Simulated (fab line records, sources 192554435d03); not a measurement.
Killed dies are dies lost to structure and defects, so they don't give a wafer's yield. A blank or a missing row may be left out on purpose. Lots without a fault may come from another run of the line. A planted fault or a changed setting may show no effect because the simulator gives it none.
fab line records | flow n5_finfet
record lots=7 wafers=18 last_day=17
route steps=1938 shown HKMG_FIN@430 BEOL_M4@1111 PASSIVATION@1936
lots that met no fault: from a run of the same line without faults
start_h: hours from the record's first day to the start of the lot's first wafer shown | wait_h: hours since the lot's step before | " the same as in the row above | L1.1+2: a row that stands for several wafers | - no value, or no start given | * or withheld: withheld | < > ~ a bound
route shown NAME@n: a module of which the file shows steps, and the number in the route of the first | usual: mean/standard deviation of fault-free wafers | same: alike in all rows | chamber/n: place in a boat | sites: the reading at each site | _std_site: their standard deviation | _edge_site: outer sites' mean less inner sites' | radius_mm: how far each site lies from the wafer's centre | mask NAME#n: copy n | behind: the tool/chamber that last shaped the wafer | hold: why the lot was held/for how many hours/how that ended | device: the transistor (n, p or np) that didn't switch | end of line: the same wafers' tests at the end of the route | a step without rows: its recipe alone | killed: dies lost to structure and defects at the first sort, not the wafer's yield | map: a wafer's dies, x killed, . not, _ none there
set.NAME: the setting as run; set.NAME@STEP: as run at that earlier step | model.NAME: the simulator's own value behind a step, which no gauge read
lots at some steps of the route; a table a step, a row a wafer
services: from which hour (start_h, from the record's first day; less than 0 if before it) a tool's chamber was out of use, for how many hours, and why
## steps
# step N5_HKMG_FIN_CD_MEAS_12
# recipe target_cd_nm=92.8 landing_energy_ev=500 detector=se_inlens
# usual cd_nm=92.9/0.68
# columns lot.wafer tool chamber start_h wait_h cd_nm
L594.1 cd_sem-03 0 80.00 - 93.0
L594.2 " 0 " " 91.9
L594.4 " 0 " " 92.5
L601.1 cd_sem-03 0 121.06 - 92.8
L601.3 " 0 " " 92.6
L601.5 " 0 " " 93.3
L603.1 cd_sem-03 0 135.20 - 93.5
L603.2 " 0 " " 93.9
L603.6 " 0 " " 92.5
L609.2 cd_sem-02 0 167.67 - 93.4
L609.3 " 0 " " 93.6
L609.5 " 0 " " 92.4
L611.3 cd_sem-02 0 182.95 - 94.4
L611.5 " 0 " " 93.1
L615.5 cd_sem-01 0 207.10 - 91.2
L615.6 " 0 " " 93.2
L616.5 cd_sem-02 0 212.63 - 92.2
L616.6 " 0 " " 91.9
# step N5_HKMG_FIN_OVL_MEAS_13
# recipe points_per_wafer=44
# usual NWFM_OVL=-0.3/0.68
# columns lot.wafer tool chamber start_h wait_h NWFM_OVL[nm]
L594.1 overlay-01 0 80.03 0.0 -0.5
L594.2 " 0 " " 0.6
L594.4 " 0 " " -0.6
L601.1 overlay-02 0 121.10 0.0 -1.1
L601.3 " 0 " " -1.4
L601.5 " 0 " " -1.2
L603.1 overlay-02 0 135.23 0.0 0.0
L603.2 " 0 " " -1.1
L603.6 " 0 " " -1.3
L609.2 overlay-02 0 167.70 0.0 -0.4
L609.3 " 0 " " -1.1
L609.5 " 0 " " -0.1
L611.3 overlay-01 0 182.98 0.0 0.1
L611.5 " 0 " " 0.6
L615.5 overlay-01 0 207.12 0.0 -0.5
L615.6 " 0 " " -0.6
L616.5 overlay-01 0 212.66 0.0 -1.4
L616.6 " 0 " " -0.4
# step N5_HKMG_FIN_INSPECT_14
# recipe mode=adi inspect_instrument=macro
# usual raw_defect_count=2.1/1.3
# columns lot.wafer tool chamber start_h wait_h raw_defect_count
L594.1 defect_inspect-01 - 80.05 0.0 1
L594.2 " - " " 2
L594.4 " - " " 4
L601.1 defect_inspect-02 - 121.12 0.0 0
L601.3 " - " " 2
L601.5 " - " " 3
L603.1 defect_inspect-01 - 135.25 0.0 2
L603.2 " - " " 2
L603.6 " - " " 0
L609.2 defect_inspect-02 - 167.72 0.0 2
L609.3 " - " " 0
L609.5 " - " " 1
L611.3 defect_inspect-01 - 183.00 0.0 3
L611.5 " - " " 0
L615.5 defect_inspect-01 - 207.15 0.0 3
L615.6 " - " " 1
L616.5 defect_inspect-01 - 212.68 0.0 2
L616.6 " - " " 1
# step N5_HKMG_FIN_DESCUM_17
# recipe chemistry=O2 time_s=7.9 source_power_w=50 bias_power_w=20 pressure_mtorr=20 rf_frequency_hz=2.712e+07 temp_c=40 resist=CAR-ArF o2_flow_sccm=225
# step N5_HKMG_FIN_ETCH_31
# recipe chemistry=CF4 target=SiARC target_depth_a=455 mask_material=CAR-ArF time_s=75.8 ion_energy_ev=80 pressure_mtorr=40 source_w=545 bias_w=36 Ar_flow_sccm=100 cf4_flow_sccm=100 ends=cleared
# step N5_HKMG_FIN_ETCH_32
# recipe chemistry=N2/H2 target=SOC target_depth_a=2400 temp_c=40 time_s=300 ion_energy_ev=200 mask_material=SiARC pressure_mtorr=30 source_w=840 bias_w=150 n2_flow_sccm=200 h2_flow_sccm=200
# usual drypump_motor_current_A=5.7/0.38 oes_product_au=0.75/0.077 rf_vpp_V=523.6/2.4 showerhead_plenum_p_Torr=2.53/0.079 throttle_valve_pct=18.01/0.2
# columns lot.wafer tool chamber start_h wait_h drypump_motor_current_A oes_product_au rf_hours_counter_h rf_vpp_V showerhead_plenum_p_Torr throttle_valve_pct
L594.1 rie_diel-06 2 80.30 0.0 5.3 0.75 179 521.0 2.42 18.04
L594.2 " 3 " " 6.0 0.71 202 524.6 2.52 18.34
L594.4 " 0 " " 5.9 0.70 232 526.0 2.60 17.91
L601.1 rie_diel-06 0 121.24 0.0 6.0 0.69 253 525.2 2.59 17.95
L601.3 " 2 " " 5.3 0.75 186 520.9 2.42 18.05
L601.5 " 3 " " 5.9 0.70 - 522.9 2.51 18.37
L603.1 rie_diel-02 0 135.38 0.0 5.3 0.90 26 525.0 2.60 17.99
L603.2 " 1 " " 5.6 0.73 190 528.3 2.64 18.09
L603.6 " 2 " " 5.0 0.73 - 522.6 2.52 17.88
L609.2 rie_diel-06 0 168.20 0.0 6.0 0.68 274 524.5 2.58 17.98
L609.3 " 3 " " 5.9 0.69 245 523.8 2.50 18.42
L609.5 " 3 " " 5.9 0.68 - 521.4 2.50 18.41
L611.3 rie_diel-04 2 183.13 0.0 6.4 0.73 185 519.1 2.44 17.85
L611.5 " 1 " " 5.4 0.90 - 524.8 2.58 17.90
L615.5 rie_diel-06 2 207.36 0.1 5.3 0.72 - 521.8 2.41 18.10
L615.6 " 3 " " 5.9 0.67 - 524.1 2.50 18.43
L616.5 rie_diel-04 3 213.12 0.1 5.7 0.70 - 524.7 2.51 18.13
L616.6 " 2 " " 6.4 0.72 - 520.7 2.43 17.85
# step N5_HKMG_FIN_STRIP_33
# recipe chemistry=N2/H2 temp_c=40 n2_flow_sccm=200 h2_flow_sccm=200 rf_frequency_hz=6e+07
# step N5_HKMG_FIN_STRIP_34
# recipe chemistry=CF4 resist=SiARC power_w=300 bias_power_w=75 pressure_mtorr=50 cf4_flow_sccm=150 rf_frequency_hz=6e+07
# usual drypump_motor_current_A=5.7/0.38 oes_product_au=0.74/0.07 rf_vpp_V=271.0/1.4 showerhead_plenum_p_Torr=1.78/0.056 throttle_valve_pct=13.77/0.23
# columns lot.wafer tool chamber start_h wait_h drypump_motor_current_A oes_product_au rf_hours_counter_h rf_vpp_V showerhead_plenum_p_Torr throttle_valve_pct
L594.1 rie_diel-06 2 80.49 0.0 5.3 0.74 179 269.8 1.70 13.71
L594.2 " 3 " " 5.9 0.71 203 271.3 1.76 14.07
L594.4 " 0 " " 5.9 0.68 232 273.8 1.82 13.70
L601.1 rie_diel-06 0 121.44 0.0 5.9 0.66 253 272.6 1.82 13.75
L601.3 " 2 " " 5.3 0.73 186 269.3 1.70 13.72
L601.5 " 3 " " 5.9 0.71 - 271.3 1.76 14.12
L603.1 rie_diel-02 0 135.57 0.0 5.3 0.89 27 271.1 1.83 13.60
L603.2 " 1 " " 5.6 0.72 190 272.2 1.86 13.91
L603.6 " 2 " " 5.0 0.73 - 271.0 1.80 13.77
L609.2 rie_diel-06 0 168.39 0.0 5.9 0.65 274 270.2 1.81 13.76
L609.3 " 3 " " 6.0 0.69 245 269.3 1.75 14.16
L609.5 " 3 " " 6.0 0.70 - 271.5 1.75 14.19
L611.3 rie_diel-04 2 183.32 0.0 6.4 0.72 185 269.4 1.71 13.60
L611.5 " 1 " " 5.4 0.86 - 273.0 1.81 13.51
L615.5 rie_diel-06 2 207.47 0.0 5.3 0.71 - 267.3 1.69 13.82
L615.6 " 3 " " 5.9 0.68 - 269.2 1.75 14.22
L616.5 rie_diel-04 3 213.23 0.0 5.7 0.71 - 269.6 1.79 14.01
L616.6 " 2 " " 6.4 0.71 - 269.1 1.71 13.63
# step N5_HKMG_FIN_ETCH_35
# recipe chemistry=N2/H2 target=SOC target_depth_a=2158 ion_energy_ev=65 bias_w=5 source_w=3000 time_s=243.4 pressure_mtorr=30 n2_flow_sccm=200 h2_flow_sccm=200
# usual drypump_motor_current_A=5.7/0.38 oes_product_au=0.75/0.076 rf_vpp_V=141.5/0.94 showerhead_plenum_p_Torr=2.53/0.079 throttle_valve_pct=18.02/0.2
# columns lot.wafer tool chamber start_h wait_h drypump_motor_current_A oes_product_au rf_hours_counter_h rf_vpp_V showerhead_plenum_p_Torr throttle_valve_pct
L594.1 rie_diel-06 2 80.51 0.0 5.3 0.75 179 140.3 2.42 18.06
L594.2 " 3 " " 5.9 0.71 203 142.1 2.52 18.35
L594.4 " 0 " " 5.9 0.70 232 143.1 2.60 17.93
L601.1 rie_diel-06 0 121.46 0.0 6.0 0.69 253 142.4 2.59 17.95
L601.3 " 2 " " 5.3 0.75 186 140.2 2.42 18.07
L601.5 " 3 " " 6.0 0.70 - 141.1 2.51 18.38
L603.1 rie_diel-02 0 135.59 0.0 5.3 0.91 27 142.9 2.60 18.00
L603.2 " 1 " " 5.5 0.73 190 142.1 2.64 18.09
L603.6 " 2 " " 5.0 0.74 - 139.7 2.52 17.88
L609.2 rie_diel-06 0 168.41 0.0 5.9 0.68 274 141.5 2.58 17.99
L609.3 " 3 " " 5.9 0.68 245 141.2 2.50 18.41
L609.5 " 3 " " 5.9 0.69 - 140.3 2.50 18.42
L611.3 rie_diel-04 2 183.34 0.0 6.4 0.72 185 141.0 2.44 17.86
L611.5 " 1 " " 5.4 0.89 - 141.6 2.58 17.89
L615.5 rie_diel-06 2 207.56 0.1 5.3 0.73 - 139.7 2.40 18.12
L615.6 " 3 " " 5.9 0.68 - 141.5 2.50 18.45
L616.5 rie_diel-04 3 213.31 0.1 5.7 0.72 - 142.0 2.51 18.14
L616.6 " 2 " " 6.4 0.71 - 140.9 2.43 17.87
# step N5_HKMG_FIN_STRIP_92
# recipe chemistry=N2/H2 material=SOC time_s=20 power_w=500 temp_c=40 pressure_mtorr=50 rf_frequency_hz=6e+07 bias_power_w=8 h2_frac=0.5 n2_flow_sccm=300 h2_flow_sccm=300
# usual drypump_motor_current_A=5.7/0.38 oes_product_au=0.75/0.075 rf_vpp_V=54.3/0.87 showerhead_plenum_p_Torr=3.34/0.1 throttle_valve_pct=19.15/0.19
# columns lot.wafer tool chamber start_h wait_h drypump_motor_current_A oes_product_au rf_hours_counter_h rf_vpp_V showerhead_plenum_p_Torr throttle_valve_pct
L594.1 rie_diel-06 2 80.66 0.1 5.3 0.75 179 52.7 3.21 19.27
L594.2 " 3 " " 5.9 0.71 203 54.8 3.33 19.24
L594.4 " 0 " " 5.9 0.71 232 54.6 3.43 19.15
L601.1 rie_diel-06 0 121.60 0.1 5.9 0.69 253 56.0 3.42 19.19
L601.3 " 2 " " 5.3 0.75 186 54.1 3.20 19.29
L601.5 " 3 " " 5.9 0.70 - 54.5 3.32 19.29
L603.1 rie_diel-02 1 135.74 0.1 5.5 0.74 190 53.6 3.48 19.12
L603.2 " 2 " " 5.0 0.73 183 55.2 3.33 19.18
L603.6 " 2 " " 5.0 0.73 - 53.0 3.33 19.16
L609.2 rie_diel-06 0 168.56 0.1 6.0 0.68 274 55.0 3.40 19.22
L609.3 " 3 " " 5.9 0.69 245 53.8 3.31 19.30
L609.5 " 3 " " 6.0 0.69 - 53.4 3.31 19.32
L611.3 rie_diel-04 2 183.49 0.1 6.4 0.72 185 54.3 3.22 18.91
L611.5 " 1 " " 5.4 0.89 - 52.5 3.40 19.32
L615.5 rie_diel-06 2 207.66 0.0 5.3 0.72 - 52.9 3.18 19.36
L615.6 " 3 " " 5.9 0.66 - 55.1 3.30 19.34
L616.5 rie_diel-04 3 213.41 0.0 5.7 0.71 - 55.4 3.32 19.36
L616.6 " 2 " " 6.4 0.72 - 55.8 3.22 18.93
# step N5_HKMG_FIN_WET_ETCH_18
# recipe chemistry=SC1 target=TiN mix=1:1:5 temp_c=* time_s=55 target_depth_nm=5.2 dry=ipa_marangoni rinse_time_s=30 rinse_temp_c=23
# step N5_HKMG_FIN_STRIP_19
# recipe chemistry=N2/H2 power_w=2500 temp_c=300 h2_frac=0.65 time_s=360 pressure_mtorr=withheld n2_flow_sccm=1750 h2_flow_sccm=3250
# usual drypump_motor_current_A=6.0/0.48 heater_power_w=472/29
# columns lot.wafer tool chamber start_h wait_h drypump_motor_current_A heater_power_w rf_hours_counter_h
L594.1 plasma_asher-01 0 80.81 0.0 6.3 543 35
L594.2 " 1 " " 6.6 476 35
L594.4 " 1 " " 6.6 495 -
L601.1 plasma_asher-01 1 121.75 0.0 6.6 480 43
L601.3 " 0 " " 6.3 537 -
L601.5 " 1 " " 6.6 480 -
L603.1 plasma_asher-02 0 135.88 0.0 6.3 457 111
L603.2 " 1 " " 5.4 453 111
L603.6 " 1 " " 5.4 458 -
L609.2 plasma_asher-01 1 168.71 0.0 6.6 494 52
L609.3 " 1 " " 6.6 483 -
L609.5 " 1 " " 6.6 482 -
L611.3 plasma_asher-02 1 183.75 0.1 5.4 455 -
L611.5 " 1 " " 5.4 455 -
L615.5 plasma_asher-02 0 208.02 0.3 6.3 461 -
L615.6 " 1 " " 5.4 458 -
L616.5 plasma_asher-02 1 213.77 0.3 5.3 453 -
L616.6 " 0 " " 6.3 467 -
# step N5_HKMG_FIN_ALD_91
# recipe material=TiN target_thk_a=10 temp_c=400 ald_precursor_family=TiCl4 ald_co_reactant=NH3 pulse_time_s=1 purge_time_s=3 co_reactant_purge_time_s=2 co_reactant_pulse_time_s=2 ald_cycles=47 pressure_torr=3
# usual ald_cycles=47/0 heater_power_w=870/72 precursor_pulse_height_rel=0.999/0.02
# columns lot.wafer tool chamber start_h wait_h ald_cycles heater_power_w precursor_pulse_height_rel
L594.1 ald_metal-01 0 81.20 0.3 47 907 0.996
L594.2 " 1 " " 47 1024 0.999
L594.4 " 2 " " 47 949 0.978
L601.1 ald_metal-03 1 122.13 0.3 47 945 0.952
L601.3 " 3 " " 47 856 0.993
L601.5 " 2 " " 47 865 0.993
L603.1 ald_metal-04 0 136.27 0.3 47 766 1.006
L603.2 " 1 " " 47 894 0.991
L603.6 " 3 " " 47 742 0.977
L609.2 ald_metal-04 2 169.23 0.4 47 856 1.049
L609.3 " 3 " " 47 754 1.026
L609.5 " 0 " " 47 759 1.014
L611.3 ald_metal-01 1 184.01 0.1 49 997 0.982
L611.5 " 0 " " 47 907 1.006
L615.5 ald_metal-01 3 208.28 0.1 47 919 1.005
L615.6 " 0 " " 49 913 1.000
L616.5 ald_metal-01 2 214.04 0.1 47 963 0.993
L616.6 " 3 " " 49 928 1.010
# step N5_HKMG_FIN_COAT_85
# recipe resist=SOC temp_c=250 time_s=60 spin_rpm=1500 resist_thk_nm=300
# step N5_BEOL_M4_RC_MEAS_101
# usual DIBL_N=36.3/1.6 DIBL_P=36.2/2.1 IOFF_N=0.16/0.031 IOFF_P=0.21/0.034 ION_N=673/11 ION_P=461/7.4 SS_N=71.6/0.55 SS_P=73.3/0.66 VT_N=251/3.2 VT_P=-251/3.5
# columns lot.wafer tool chamber start_h wait_h DIBL_N[mV/V] DIBL_P[mV/V] IOFF_N[nA/um] IOFF_P[nA/um] ION_N[uA/um] ION_P[uA/um] SS_N[mV/dec] SS_P[mV/dec] VT_N[mV] VT_P[mV]
L594.1 prober-02 0 159.67 0.0 37.8 37.9 0.16 0.25 672 463 71.5 74.0 252 -251
L594.2 " 0 " " 36.7 35.6 0.15 0.21 667 468 71.0 73.7 249 -251
L594.4 " 0 " " 35.6 34.9 0.13 0.19 676 465 71.4 73.2 252 -254
L601.1 prober-01 0 209.63 0.0 35.7 34.9 0.15 0.21 682 469 70.8 72.8 251 -251
L601.3 " 0 " " 37.0 35.3 0.17 0.23 684 473 71.1 73.0 247 -248
L601.5 " 0 " " 37.6 36.1 0.18 0.24 678 467 71.8 72.9 249 -249
L603.1 prober-01 0 210.89 0.0 32.9 32.4 0.12 0.15 676 463 71.4 72.2 254 -253
L603.2 " 0 " " 35.5 35.3 0.14 0.19 675 462 71.1 73.2 255 -251
L603.6 " 0 " " 33.6 33.7 0.13 0.16 681 463 71.8 73.3 253 -254
L609.2 prober-02 0 245.59 0.2 35.8 36.0 0.16 0.23 678 469 71.1 72.4 246 -247
L609.3 " 0 " " 35.2 36.1 0.15 0.23 671 466 71.1 72.8 247 -244
L609.5 " 0 " " 36.3 37.2 0.17 0.25 685 485 71.4 72.8 249 -243
L611.3 prober-01 0 261.98 0.3 41.2 40.7 0.21 0.28 683 465 72.7 74.6 249 -247
L611.5 " 0 " " 39.4 39.9 0.22 0.26 702 476 71.9 74.7 245 -248
L615.5 prober-01 0 296.12 0.6 38.0 36.4 0.15 0.20 663 455 72.2 73.5 251 -252
L615.6 " 0 " " 34.3 32.8 0.09 0.15 657 460 71.3 72.1 262 -255
L616.5 prober-01 0 298.47 0.6 38.1 39.8 0.20 0.25 686 470 72.0 74.1 247 -250
L616.6 " 0 " " 39.1 41.7 0.21 0.30 697 481 72.5 74.3 248 -247
# step N5_PASSIVATION_PROBE_49
# usual defect_limited_yield=91.5/1.5 killed_at_M0_to_M3=32/9.4 killed_at_M4_up=12/5.1 killed_at_contacts=11/7.4 killed_at_front_end=41/11 killed_at_other=3.4/2.5 killed_dies=100/17 killed_open=65/14 killed_short=33/7 sort_bin_5_function=4.9/0.96 sort_bin_6_memory=3.1/0.7 sort_n_pass=1080/17 sort_yield_pct=91.5/1.5
# same gross_dies=1180 killed_at_back_side=0 sort_bin_4_leakage[%]=0 sort_bin_8_speed[%]=0
# columns lot.wafer tool chamber start_h wait_h defect_limited_yield[%] killed_at_M0_to_M3 killed_at_M4_up killed_at_contacts killed_at_front_end killed_at_other killed_dies killed_open killed_short sort_bin_5_function[%] sort_bin_6_memory[%] sort_n_pass sort_yield_pct[%]
L601.1 prober-02 - 304.40 0.0 91.6 22 13 13 48 3 99 62 28 4.2 3.0 1081 91.6
L611.3 prober-01 - 351.90 0.1 94.2 25 3 13 28 0 69 46 23 3.1 2.5 1111 94.2
L611.5 prober-01 - 352.00 0.2 91.9 25 11 12 47 0 95 61 34 4.4 3.6 1085 91.9
# killed by level:class
L601.1 MOL_CONTACT_COAG:geometric_particle:open=11 DUMMY_GATE:geometric_particle:open=10 FIN_SAQP:geometric_particle:short=9 HKMG_FIN:area_etch=9 BEOL_M3:geometric_particle:open=8 BEOL_M2:geometric_particle:open=8 FIN_SAQP:geometric_particle:open=7 STARTING-WAFER:geometric_particle:short=4
L611.3 MOL_CONTACT_COAG:geometric_particle:open=10 FIN_SAQP:geometric_particle:open=7 STI_FIN_REVEAL:geometric_particle:open=7 BEOL_M3:geometric_particle:open=7 BEOL_M0_SAQP:geometric_particle:short=5 DUMMY_GATE:geometric_particle:open=4 BEOL_M2:geometric_particle:open=4 BEOL_M0_SAQP:geometric_particle:open=4
L611.5 MOL_CONTACT_COAG:geometric_particle:open=11 STI_FIN_REVEAL:geometric_particle:open=8 FIN_SAQP:geometric_particle:short=7 GATE_CUT:geometric_particle:short=7 BEOL_M2:geometric_particle:open=6 BEOL_M0_SAQP:geometric_particle:short=5 BEOL_M0_SAQP:geometric_particle:open=5 BEOL_M3:geometric_particle:open=5
## services
# columns tool chamber start_h hours kind
rie_diel-02 0 75.70 2.6 repair
ald_metal-04 1 75.93 50.9 repair
ald_metal-03 - 81.16 8.7 pm
rie_diel-06 2 87.77 25.7 repair
rie_diel-06 1 88.98 2.9 repair
rie_diel-02 3 89.46 1.7 repair
rie_diel-06 1 102.88 93.9 repair
ald_metal-03 - 107.55 2.7 repair
rie_diel-04 3 109.30 9.0 repair
ald_metal-04 - 112.81 1.2 repair
ald_metal-04 2 138.76 13.6 repair
ald_metal-04 - 144.26 2.8 pm
ald_metal-04 3 148.09 3.3 repair
rie_diel-02 1 162.23 15.8 repair
ald_metal-01 - 179.35 1.5 repair
rie_diel-02 - 192.75 0.2 repair
ald_metal-03 2 196.11 14.1 repair
rie_diel-06 0 198.38 - clean
rie_diel-06 0 198.38 - consumable_replace:focus_ring
rie_diel-06 0 198.38 20.0 scheduled_down
rie_diel-06 0 198.38 20.0 vent_cycle
plasma_asher-01 - 200.40 1.0 repair
rie_diel-04 0 208.52 8.1 repair
ald_metal-01 - 212.20 1.2 pm
## key
first_sign step=N5_HKMG_FIN_ALD_91 reading=ald_cycles direction=up sigmas=99+ usual=* struck=*
effect none on later readings
met_at N5_HKMG_FIN_ALD_91
struck_wafers L611.3,L615.6,L616.6
onset_between 81.20 184.01
fault kind=process_parameter_drift tool=ald_metal-01 chamber=- onset_h=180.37 steps=N5_HKMG_FIN_ALD_91 channel=ald_cycles offset=* shape=step end_h=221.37 scope=struck_wafers_only acts_in=* stated=*
